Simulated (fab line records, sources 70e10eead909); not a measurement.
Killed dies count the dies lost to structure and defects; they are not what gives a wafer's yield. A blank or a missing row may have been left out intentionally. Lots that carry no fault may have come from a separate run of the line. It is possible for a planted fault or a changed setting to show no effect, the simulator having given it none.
fab line records	flow nand_harc
[record] lots = 6	wafers = 18	last_day = 33
route steps=1302 shown A_STAIRCASE@733 END@1302
lots untouched by any fault: they come from a run of this same line in which no faults occurred
start_h: hours from the record's first day to the start of the lot's first wafer shown	wait_h: hours from the lot's prior step to this one	" identical to the entry in the row above	L1.1+2: a row that stands for several wafers	- value missing, or start not given	* or withheld: withheld	< > ~ a bound
route shown NAME@n: NAME is a module with steps in the file, n the number in the route of the first one	usual: mean/standard deviation taken from wafers without a fault	same: alike in all rows	chamber/n: place in a boat	sites: per-site readings	_std_site: the values' standard deviation	_edge_site: mean of outer sites minus mean of inner sites	radius_mm: for every site, how far away it sits from the centre of the wafer	mask NAME#n: copy n	behind: the last tool/chamber to shape the wafer	hold: why the lot was held/for how many hours/how that ended	device: names the non-switching transistor (n, p or np)	end of line: at the end of the route, the tests of the same wafers	a step without rows: its recipe alone	killed: at the first sort, the dies lost to defects and structure; wafer yield is something else	map: a wafer's dies, marking killed ones x, the rest . and places with no die _
set.NAME: the setting as run; set.NAME@STEP: as run at that earlier step	model.NAME: the simulator's own value behind a step, which no gauge read
lots at selected steps of the route; one table per step, one row per wafer
services: the hour from which a tool's chamber was out of use, counted from the record's first day as start_h (under 0 if before that day), plus the number of hours and why
[[steps]]
[step NHARC_A_STAIRCASE_DESCUM_219]
[recipe] time_s = 3	o2_flow_sccm = 200	ar_flow_sccm = 0	bias_power_w = 0	chemistry = O2
[step NHARC_A_STAIRCASE_TRIM_220]
[recipe] time_s = 211.2	o2_flow_sccm = 500	ar_flow_sccm = 0	bias_w = 0	chemistry = O2
[step NHARC_A_STAIRCASE_ETCH_221]
[recipe] target_depth_a = 1000	time_s = 40.5	ion_energy_ev = 400	c4f8_flow_sccm = 20	o2_flow_sccm = 10	ar_flow_sccm = withheld	rf_w = 600	bias_w = 1000	chemistry = C4F8/O2
[usual] oes_product_au = 0.939/0.016	rf_vpp_V = 898/4.8
[same] time_s = 40.5
lot.wafer	tool	chamber	start_h	wait_h	oes_product_au	rf_hours_counter_h	rf_vpp_V
L407.1	rie_diel-02	1	-	-	0.952	2	891
L407.3	"	2	"	"	0.942	3	892
L407.2	"	3	"	"	0.958	2	899
L410.1	rie_diel-09	1	-	-	0.933	23	893
L410.4	"	3	"	"	0.957	42	904
L410.5	"	2	"	"	0.926	-	898
L418.1	rie_diel-12	1	-	-	0.937	20	897
L418.6	"	0	"	"	0.935	-	897
L418.4	"	1	"	"	0.937	-	897
L419.3	rie_diel-12	2	-	-	0.958	18	899
L419.4	"	1	"	"	0.949	26	896
L419.6	"	3	"	"	0.932	-	906
L424.3	rie_diel-12	3	-	-	0.906	41	905
L424.1	"	0	"	"	0.923	44	895
L424.5	"	2	"	"	0.936	-	896
L425.1	rie_diel-02	0	-	-	0.923	2	903
L425.3	"	1	"	"	0.941	2	890
L425.5	"	1	"	"	0.947	-	889
[step NHARC_A_STAIRCASE_TRIM_222]
[recipe] time_s = 211.2	o2_flow_sccm = 500	ar_flow_sccm = 0	bias_w = 0	chemistry = O2
[usual] drypump_motor_current_A = 5.86/0.28	oes_product_au = 1.001/0.01	rf_vpp_V = 57.9/1	showerhead_plenum_p_Torr = 3.59/0.13	throttle_valve_pct = 17.037/0.0096
[same] time_s = 211.2
lot.wafer	tool	chamber	start_h	wait_h	drypump_motor_current_A	oes_product_au	rf_hours_counter_h	rf_vpp_V	showerhead_plenum_p_Torr	throttle_valve_pct
L407.1	rie_diel-02	3	-	-	5.27	1.008	2	57.3	3.65	17.056
L407.2	"	1	"	"	5.67	0.990	3	54.4	3.37	17.035
L407.3	"	2	"	"	5.80	1.000	3	56.8	3.44	17.030
L410.4	rie_diel-09	1	-	-	5.92	1.010	23	57.2	3.44	17.030
L410.1	"	2	"	"	6.42	1.005	32	58.1	3.54	17.042
L410.5	"	1	"	"	5.89	1.002	-	57.2	3.44	17.057
L418.1	rie_diel-12	0	-	-	5.74	0.998	17	57.9	3.54	17.028
L418.6	"	0	"	"	5.73	1.006	-	57.4	3.54	17.044
L418.4	"	2	"	"	5.68	1.023	-	57.0	3.61	17.036
L419.4	rie_diel-12	3	-	-	5.91	0.993	16	59.1	3.80	17.049
L419.3	"	0	"	"	5.71	1.003	23	57.1	3.54	17.032
L419.6	"	0	"	"	5.73	1.006	-	57.2	3.54	17.027
L424.1	rie_diel-12	0	-	-	5.70	0.994	44	60.1	3.53	17.042
L424.3	"	3	"	"	5.91	0.981	41	59.6	3.78	17.033
L424.5	"	2	"	"	5.67	1.008	-	59.6	3.59	17.040
L425.1	rie_diel-02	0	-	-	6.16	0.998	2	59.2	3.71	17.030
L425.3	"	2	"	"	5.77	1.026	3	57.4	3.42	17.025
L425.5	"	0	"	"	6.17	0.992	-	58.6	3.71	17.039
[step NHARC_A_STAIRCASE_ETCH_223]
[recipe] target_depth_a = 1000	time_s = 40.5	ion_energy_ev = 400	c4f8_flow_sccm = 20	o2_flow_sccm = 10	ar_flow_sccm = withheld	rf_w = 600	bias_w = 1000	chemistry = C4F8/O2
[step NHARC_A_STAIRCASE_TRIM_224]
[recipe] time_s = 211.2	o2_flow_sccm = 500	ar_flow_sccm = 0	bias_w = 0	chemistry = O2
[usual] drypump_motor_current_A = 5.86/0.27	oes_product_au = 1.002/0.0092	rf_vpp_V = 57.9/0.88	showerhead_plenum_p_Torr = 3.58/0.13	throttle_valve_pct = 17.037/0.0095
[same] time_s = 211.2
lot.wafer	tool	chamber	start_h	wait_h	drypump_motor_current_A	oes_product_au	rf_hours_counter_h	rf_vpp_V	showerhead_plenum_p_Torr	throttle_valve_pct
L407.2	rie_diel-02	3	-	-	5.27	1.008	3	58.0	3.65	17.032
L407.1	"	0	"	"	6.15	1.007	2	58.0	3.74	17.026
L407.3	"	1	"	"	5.65	0.996	3	57.0	3.37	17.034
L410.4	rie_diel-09	1	-	-	5.92	1.004	23	57.3	3.44	17.056
L410.1	"	2	"	"	6.50	0.989	32	58.4	3.54	17.030
L410.5	"	2	"	"	6.44	0.991	-	58.0	3.54	17.046
L418.1	rie_diel-12	2	-	-	5.67	1.012	14	59.4	3.61	17.040
L418.6	"	2	"	"	5.68	1.020	-	56.3	3.61	17.024
L418.4	"	1	"	"	5.85	1.007	-	55.7	3.56	17.029
L419.4	rie_diel-12	0	-	-	5.69	1.008	23	57.8	3.54	17.035
L419.3	"	1	"	"	5.88	1.002	26	58.3	3.55	17.036
L419.6	"	0	"	"	5.71	0.994	-	58.7	3.54	17.018
L424.1	rie_diel-12	2	-	-	5.68	1.016	43	57.4	3.59	17.058
L424.3	"	3	"	"	5.89	0.992	42	58.9	3.78	17.035
L424.5	"	2	"	"	5.64	1.012	-	59.1	3.59	17.039
L425.3	rie_diel-02	1	-	-	5.66	1.005	3	57.0	3.34	17.031
L425.1	"	2	"	"	5.78	1.015	3	57.4	3.42	17.034
L425.5	"	1	"	"	5.67	1.008	-	56.9	3.34	17.048
[step NHARC_A_STAIRCASE_ETCH_225]
[recipe] target_depth_a = 1000	time_s = 40.5	ion_energy_ev = 400	c4f8_flow_sccm = 20	o2_flow_sccm = 10	ar_flow_sccm = withheld	rf_w = 600	bias_w = 1000	chemistry = C4F8/O2
[step NHARC_A_STAIRCASE_TRIM_226]
[recipe] time_s = 211.2	o2_flow_sccm = 500	ar_flow_sccm = 0	bias_w = 0	chemistry = O2
[usual] drypump_motor_current_A = 5.85/0.27	oes_product_au = 1.002/0.011	rf_vpp_V = 57.9/0.89	showerhead_plenum_p_Torr = 3.58/0.13	throttle_valve_pct = 17.037/0.0095
[same] time_s = 211.2
lot.wafer	tool	chamber	start_h	wait_h	drypump_motor_current_A	oes_product_au	rf_hours_counter_h	rf_vpp_V	showerhead_plenum_p_Torr	throttle_valve_pct
L407.3	rie_diel-02	3	-	-	5.28	0.995	3	56.7	3.65	17.044
L407.1	"	0	"	"	6.15	0.985	2	59.1	3.74	17.032
L407.2	"	1	"	"	5.65	0.992	3	56.5	3.37	17.038
L410.4	rie_diel-09	2	-	-	6.49	1.004	32	57.4	3.54	17.061
L410.1	"	3	"	"	5.86	1.021	42	58.1	3.75	17.037
L410.5	"	1	"	"	5.89	0.990	-	58.2	3.44	17.034
L418.1	rie_diel-12	1	-	-	5.86	0.998	21	57.9	3.56	17.031
L418.6	"	2	"	"	5.66	1.006	-	58.0	3.61	17.040
L418.4	"	0	"	"	5.73	0.999	-	58.6	3.55	17.038
L419.3	rie_diel-12	2	-	-	5.62	1.024	18	57.9	3.60	17.043
L419.4	"	3	"	"	5.90	0.983	17	59.1	3.80	17.045
L419.6	"	1	"	"	5.88	1.005	-	58.8	3.55	17.041
L424.3	rie_diel-12	2	-	-	5.68	1.002	44	58.2	3.59	17.052
L424.1	"	3	"	"	5.89	0.982	43	57.6	3.78	17.040
L424.5	"	3	"	"	5.89	0.980	-	59.6	3.78	17.031
L425.3	rie_diel-02	3	-	-	5.27	0.988	3	57.3	3.62	17.046
L425.1	"	0	"	"	6.10	0.991	3	56.5	3.71	17.041
L425.5	"	2	"	"	5.77	1.017	-	58.1	3.42	17.011
[step NHARC_A_STAIRCASE_ETCH_227]
[recipe] target_depth_a = 1000	time_s = 40.5	ion_energy_ev = 400	c4f8_flow_sccm = 20	o2_flow_sccm = 10	ar_flow_sccm = withheld	rf_w = 600	bias_w = 1000	chemistry = C4F8/O2
[step NHARC_A_STAIRCASE_TRIM_229]
[recipe] time_s = 211.2	o2_flow_sccm = 500	ar_flow_sccm = 0	bias_w = 0	chemistry = O2
[step NHARC_A_STAIRCASE_ETCH_230]
[recipe] target_depth_a = 1000	time_s = 40.5	ion_energy_ev = 400	c4f8_flow_sccm = 20	o2_flow_sccm = 10	ar_flow_sccm = withheld	rf_w = 600	bias_w = 1000	chemistry = C4F8/O2
[usual] oes_product_au = 0.951/0.017	rf_vpp_V = 898/4.5
[same] time_s = 40.5
lot.wafer	tool	chamber	start_h	wait_h	oes_product_au	rf_hours_counter_h	rf_vpp_V
L407.1	rie_diel-02	2	-	-	0.947	3	893
L407.3	"	0	"	"	0.935	3	902
L407.2	"	1	"	"	0.941	3	892
L410.4	rie_diel-12	0	-	-	0.916	51	896
L410.1	"	2	"	"	0.942	52	899
L410.5	"	0	"	"	0.918	-	898
L418.1	rie_diel-12	1	-	-	0.944	21	898
L418.4	"	0	"	"	0.935	-	897
L418.6	"	1	"	"	0.934	-	897
L419.4	rie_diel-12	3	-	-	0.942	17	906
L419.3	"	0	"	"	0.933	23	896
L419.6	"	2	"	"	0.963	-	898
L424.1	rie_diel-09	2	-	-	0.928	24	896
L424.3	"	0	"	"	0.923	20	898
L424.5	"	2	"	"	0.937	-	896
L425.1	rie_diel-09	0	-	-	0.960	23	900
L425.3	"	2	"	"	0.988	27	894
L425.5	"	3	"	"	0.981	-	902
[step NHARC_A_STAIRCASE_TRIM_231]
[recipe] time_s = 211.2	o2_flow_sccm = 500	ar_flow_sccm = 0	bias_w = 0	chemistry = O2
[usual] drypump_motor_current_A = 5.85/0.25	oes_product_au = 1.001/0.011	rf_vpp_V = 57.9/0.86	showerhead_plenum_p_Torr = 3.58/0.13	throttle_valve_pct = 17.037/0.0091
[same] time_s = 211.2
lot.wafer	tool	chamber	start_h	wait_h	drypump_motor_current_A	oes_product_au	rf_hours_counter_h	rf_vpp_V	showerhead_plenum_p_Torr	throttle_valve_pct
L407.1	rie_diel-02	2	410.51	-	5.77	0.999	3	58.4	3.44	17.033
L407.2	"	0	"	"	6.12	1.007	3	59.3	3.74	17.034
L407.3	"	1	"	"	5.63	0.996	3	57.3	3.37	17.022
L410.4	rie_diel-12	0	429.53	-	5.72	0.983	51	57.5	3.56	17.063
L410.1	"	1	"	"	5.86	0.995	53	58.2	3.57	17.049
L410.5	"	2	"	"	5.69	1.020	-	57.8	3.62	17.036
L418.1	rie_diel-12	2	514.85	-	5.66	0.808	15	58.6	3.61	17.048
L418.6	"	0	"	"	5.72	0.810	-	58.3	3.54	17.031
L418.4	"	1	"	"	5.86	1.003	-	58.2	3.56	17.031
L419.4	rie_diel-12	0	523.54	-	5.70	1.005	23	57.2	3.54	17.050
L419.3	"	2	"	"	5.66	1.013	18	59.1	3.60	17.048
L419.6	"	0	"	"	5.68	0.810	-	57.9	3.54	17.018
L424.3	rie_diel-09	3	581.03	-	5.85	1.001	25	58.2	3.73	17.045
L424.1	"	2	"	"	6.46	1.000	24	58.2	3.51	17.031
L424.5	"	0	"	"	6.00	0.989	-	58.0	3.62	17.033
L425.3	rie_diel-09	0	590.30	-	5.98	0.995	23	58.5	3.62	17.037
L425.1	"	2	"	"	6.44	1.000	27	58.4	3.51	17.055
L425.5	"	0	"	"	5.96	0.996	-	57.5	3.62	17.043
[step NHARC_A_STAIRCASE_ETCH_232]
[recipe] target_depth_a = 1000	time_s = 40.5	ion_energy_ev = 400	c4f8_flow_sccm = 20	o2_flow_sccm = 10	ar_flow_sccm = withheld	rf_w = 600	bias_w = 1000	chemistry = C4F8/O2
[step NHARC_END_SORT_01]
[recipe] temp_c = 25
[usual] killed_at_array = 56/19	killed_at_other = 0.8/1.1	killed_at_periphery = 3.4/2.5	killed_dies = 60/19	killed_open = 2.9/1.7	killed_short = 2.4/1.6
[same] gross_dies = 677
lot.wafer	tool	chamber	start_h	wait_h	hold	killed_at_array	killed_at_other	killed_at_periphery	killed_dies	killed_open	killed_short
L407.1	prober-01	0	601.69	2.5	-	79	0	2	81	2	8
L407.2	prober-01	0	602.49	2.8	-	74	1	5	80	5	4
L407.3	prober-01	0	603.29	3.1	-	67	0	1	68	3	1
L410.1	prober-02	0	631.66	2.5	-	68	4	8	80	3	4
L410.4	prober-02	0	634.08	3.4	-	76	3	14	93	7	6
L410.5	prober-02	0	634.89	3.7	-	75	3	8	86	2	3
L418.1	prober-01	0	716.85	2.5	await_dispo/3.3h/release	661	0	5	666	2	2
L418.4	prober-01	0	719.24	3.4	await_dispo/3.3h/release	88	2	0	90	4	1
L418.6	prober-01	0	720.83	4.0	await_dispo/3.3h/release	619	0	2	621	1	2
L419.3	prober-01	0	731.22	3.1	await_dispo/1.9h/release	58	3	0	61	3	1
L419.4	prober-01	0	732.02	3.4	await_dispo/1.9h/release	54	2	2	58	6	4
L419.6	prober-01	0	733.62	4.0	await_dispo/1.9h/release	625	2	3	630	7	3
// killed by level:class
L407.1 A_SLIT:chamber_film_flake=34 A_CHANNEL_HOLE_D2:chamber_film_flake=25 A_STAIRCASE:chamber_film_flake=8 A_ONON_D1:geometric_particle:short=3 A_WL_FILL:geometric_particle:short=2 P_STI:geometric_particle:short=1 A_ONON_D2:geometric_particle:open=1 A_CHANNEL_HOLE_D2:geometric_particle:short=1
L407.2 A_SLIT:chamber_film_flake=36 A_CHANNEL_HOLE_D2:chamber_film_flake=22 A_STAIRCASE:chamber_film_flake=4 P_GATE:chamber_film_flake=2 A_CHANNEL_HOLE_D1:chamber_film_flake=2 A_DECK1_JOINT:chamber_film_flake=2 A_CHANNEL_FILL_D2:chamber_film_flake=2 P_STI:geometric_particle:short=1
L407.3 A_SLIT:chamber_film_flake=32 A_CHANNEL_HOLE_D2:chamber_film_flake=26 P_CONTACT:geometric_particle:open=1 A_CHANNEL_FILL_D1:geometric_particle:open=1 A_CHANNEL_FILL_D1:geometric_particle:short=1 A_ONON_D2:geometric_particle:open=1 A_CHANNEL_HOLE_D1:chamber_film_flake=1 A_CHANNEL_FILL_D1:chamber_film_flake=1
L410.1 A_SLIT:chamber_film_flake=31 A_CHANNEL_HOLE_D2:chamber_film_flake=19 A_CONTACT:chamber_film_flake=6 P_CONTACT:chamber_film_flake=5 A_CHANNEL_HOLE_D1:chamber_film_flake=4 THIN_TSV:chamber_film_flake=4 A_DECK1_JOINT:geometric_particle:short=2 P_M2:geometric_particle:open=1
L410.4 A_SLIT:chamber_film_flake=30 A_CHANNEL_HOLE_D2:chamber_film_flake=27 P_CONTACT:chamber_film_flake=9 A_CHANNEL_HOLE_D1:chamber_film_flake=3 THIN_TSV:chamber_film_flake=3 A_CONTACT:chamber_film_flake=3 P_M0:geometric_particle:short=2 A_DECK1_JOINT:geometric_particle:open=2
L410.5 A_SLIT:chamber_film_flake=29 A_CHANNEL_HOLE_D2:chamber_film_flake=28 A_CONTACT:chamber_film_flake=9 P_CONTACT:chamber_film_flake=6 THIN_TSV:chamber_film_flake=3 A_CHANNEL_HOLE_D1:chamber_film_flake=2 P_M0:geometric_particle:open=1 P_M1:geometric_particle:open=1
L418.1 A_STAIRCASE:area_trim=563 A_SLIT:chamber_film_flake=43 A_CHANNEL_HOLE_D1:chamber_film_flake=25 A_CHANNEL_HOLE_D2:chamber_film_flake=24 P_M0:chamber_film_flake=2 P_M0:geometric_particle:open=1 A_SOURCE_PLATE:geometric_particle:short=1 A_CHANNEL_FILL_D1:geometric_particle:open=1
L418.4 A_CHANNEL_HOLE_D1:chamber_film_flake=33 A_SLIT:chamber_film_flake=31 A_CHANNEL_HOLE_D2:chamber_film_flake=12 A_CONTACT:chamber_film_flake=3 A_CHANNEL_FILL_D1:geometric_particle:open=2 A_M1:chamber_film_flake=2 A_ONON_D2:geometric_particle:short=1 A_M0:geometric_particle:open=1
L418.6 A_STAIRCASE:area_trim=526 A_SLIT:chamber_film_flake=36 A_CHANNEL_HOLE_D1:chamber_film_flake=32 A_CHANNEL_HOLE_D2:chamber_film_flake=19 A_STAIRCASE:chamber_film_flake=2 P_M0:geometric_particle:open=1 A_CHANNEL_FILL_D2:geometric_particle:short=1 A_SGD_CUT:geometric_particle:short=1
L419.3 A_CHANNEL_HOLE_D2:chamber_film_flake=19 A_CHANNEL_HOLE_D1:chamber_film_flake=13 A_STAIRCASE:chamber_film_flake=6 A_SLIT:chamber_film_flake=6 A_CONTACT:chamber_film_flake=4 A_WL_FILL:chamber_film_flake=3 THIN_TSV:chamber_film_flake=3 A_ZERO_WELL:chamber_film_flake=2
L419.4 A_CHANNEL_HOLE_D2:chamber_film_flake=22 A_CHANNEL_HOLE_D1:chamber_film_flake=9 A_CONTACT:chamber_film_flake=7 A_SLIT:chamber_film_flake=3 A_WL_FILL:geometric_particle:short=2 A_WL_FILL:chamber_film_flake=2 THIN_TSV:chamber_film_flake=2 A_SOURCE_PLATE:geometric_particle:open=1
L419.6 A_STAIRCASE:area_trim=575 A_CHANNEL_HOLE_D2:chamber_film_flake=22 A_CHANNEL_HOLE_D1:chamber_film_flake=8 A_CONTACT:chamber_film_flake=5 A_STAIRCASE:chamber_film_flake=4 A_SLIT:chamber_film_flake=2 A_WL_FILL:chamber_film_flake=2 P_GATE:geometric_particle:open=1
// map L418.1 (x killed, . not)
____________.____________
_________xxxxxxx_________
_______.xxxxxxxxxx_______
______xxx.xxx.xxxxx______
_____xxxxxxxxx.xxxxx_____
____xxxxxxxxxxxxxxxxx____
____xxxxxxxxxxxxxxxx.____
___xxxxxxxxxxxxxxxxxxx___
___xxxxxxxxxxxxxxxxxxx___
__xxxxxxxxxxxxxxxxxxxxx__
__xxxxxxxxxxxxxxxxxxxxx__
_xxxxxxxxxxxxxxxxxxxxxxx_
_xxxxxxxxxxxxxxxxxxxxxxx_
_xxxxxxxxxxxxxxxxxxxxxxx_
_xxxxxxxxxxxxxxxxxxxxxxx_
_xxxxxxxxxxxxxxxxxxxxxxx_
xxxxxxxxxxxxxxx.xxxxxxxxx
xxxxxxxxxxxxxxxxxxxxxxxxx
xxxxxxxxxxxxxxxxxxxxxxxxx
xxxxxxxxxxxxxxxxxxxxxxxxx
xxxxxxxxxx.xxxxxxxxxxxxxx
_xxxxxxxxxxxxxxxxxxxx.xx_
_xxxxxxxxxxxxxxxxxxxxxxx_
_xxxxxxxxxxxxxxxxxxxxxxx_
_xxxxxxxxxxxxxxxxxxxxxxx_
_xxxxxxxxxxxxxxxxxxxxxxx_
__x.xxxxxxxxxxxxxxxxxxx__
__xxxxxxxxxxxxxxxxxxxxx__
___xxxxxxxxxxxxxxxxxxx___
___xxxxxxxxxxxxxxxxxxx___
____xxxxxxxxxxxxxxxxx____
____xxxx.xxxxxxxxxxxx____
_____xxxxxxxxxxxxxxx_____
______xxxxxxxxxxxxx______
_______xxxxxxxxxxx_______
_________xxxxxxx_________
____________x____________
// map L419.6 (x killed, . not)
____________x____________
_________xxxxxxx_________
_______xxxxxxxxxxx_______
______xxxxxxxxxxxxx______
_____xxxxxxxxxxxxxxx_____
____xxxxxxxxxxxxxxxxx____
____xxxxxxxxxxx..xxxx____
___xxxxxxxx.xxxxxxxxxx___
___xxxxxxxxxxxxxxxxxxx___
__xxxxxx.xxxxx.x.xxxxxx__
__xxxxxxx.xxxx.xxxxxxxx__
_xxx.xxxxxxxxxxxxxxxxxxx_
_xxxxxxxxx.x.xxxxx.xxxxx_
_xxxxxx.xxx.xxxxxxxxxxxx_
_xxxxxxxxxxxxxxxxxxxxxxx_
_xxxx.x.xxx.xx.xxxxx.xxx_
xxxxxxxxxxxx.xx.xxxxxxxxx
xxxxxxxxxxxxxxxxxxxxxxxxx
xxxxxxxxxxxx.xxx.xxxxxxxx
xxxxxxxxx...xx.xxx.xxxxxx
xxxxxxx.xxxxx..xxxxxxxxxx
_xxxxxx..xx.xxxxxxxxxxxx_
_xxxx.x.xxx.xxxxx.xxxxxx_
_xxxxxxx.xx..xxxxxxxxxxx_
_xxxxxxxxxx.xxx..xxxxxxx_
_xxxxxx.xxxxxxxxxxxxxxxx_
__xxxxxxxxxxxxxxxxxxxxx__
__xxxxxxxxxxxxxxxxxxxxx__
___xxxxxxxxxxxxxxxxxxx___
___xxxxxxxxx.xxxxxxxxx___
____xxxxxxxxxxxxxxx.x____
____xxxxxxxxxxxxxxxxx____
_____xxxxxxxxxxxxxxx_____
______xxxxxxxxxxxxx______
_______xxxxxxxxxxx_______
_________xxxxxxx_________
____________x____________
[[services]]
tool	chamber	start_h	hours	kind
rie_diel-02	-	393.85	9.0	pm
rie_diel-12	0	400.60	-	clean
rie_diel-12	1	400.60	-	clean
rie_diel-12	2	400.60	-	clean
rie_diel-12	3	400.60	-	clean
rie_diel-12	0	425.57	-	clean
rie_diel-12	1	425.57	-	clean
rie_diel-12	2	425.57	-	clean
rie_diel-12	3	425.57	-	clean
rie_diel-12	-	445.96	9.0	pm
rie_diel-12	0	445.96	16.0	vent_cycle
rie_diel-12	1	445.96	9.0	vent_cycle
rie_diel-12	2	445.96	9.0	vent_cycle
rie_diel-12	3	445.96	9.0	vent_cycle
rie_diel-12	1	454.96	-	clean
rie_diel-12	2	454.96	-	clean
rie_diel-12	3	454.96	-	clean
rie_diel-12	3	454.96	-	consumable_replace:focus_ring
rie_diel-12	2	474.63	9.5	repair
rie_diel-09	1	490.75	10.6	repair
rie_diel-09	0	497.32	16.6	repair
rie_diel-09	-	497.91	9.0	pm
rie_diel-09	0	566.90	9.3	repair
rie_diel-02	-	570.88	9.0	pm
[[key]]
[first_sign] step = NHARC_A_STAIRCASE_TRIM_231	reading = oes_product_au	direction = down	sigmas = 18	usual = 1.001	struck = 0.809
[effect] step = NHARC_END_SORT_01	reading = killed_at_array	direction = up	sigmas = 31	usual = 56	struck = 635
[more_kills_born_at] NHARC_A_STAIRCASE_TRIM_231@rie_diel-12 = 1664
met_at NHARC_A_STAIRCASE_TRIM_231
struck_wafers L418.1,L418.6,L419.6
later_rows_left_out L418.1,L418.6,L419.6
tester_left_out L418,L419
onset_between 429.53 514.85
[fault] kind = process_parameter_drift	tool = rie_diel-12	chamber = -	onset_h = 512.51	steps = NHARC_A_STAIRCASE_TRIM_231	channel = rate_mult	offset = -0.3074	shape = step	end_h = 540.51	scope = struck_wafers_only
// tester_left_out: of these lots the tester's yield and bins aren't shown, on N5 and GAA mostly nor the transistor test; their killed dies are dies lost to structure and defects alone, not to doping, threshold or leakage, so they don't give the yield
// later_rows_left_out: the simulator's readings of these wafers behind a module that went badly wrong aren't trusted and aren't shown, but for the sort
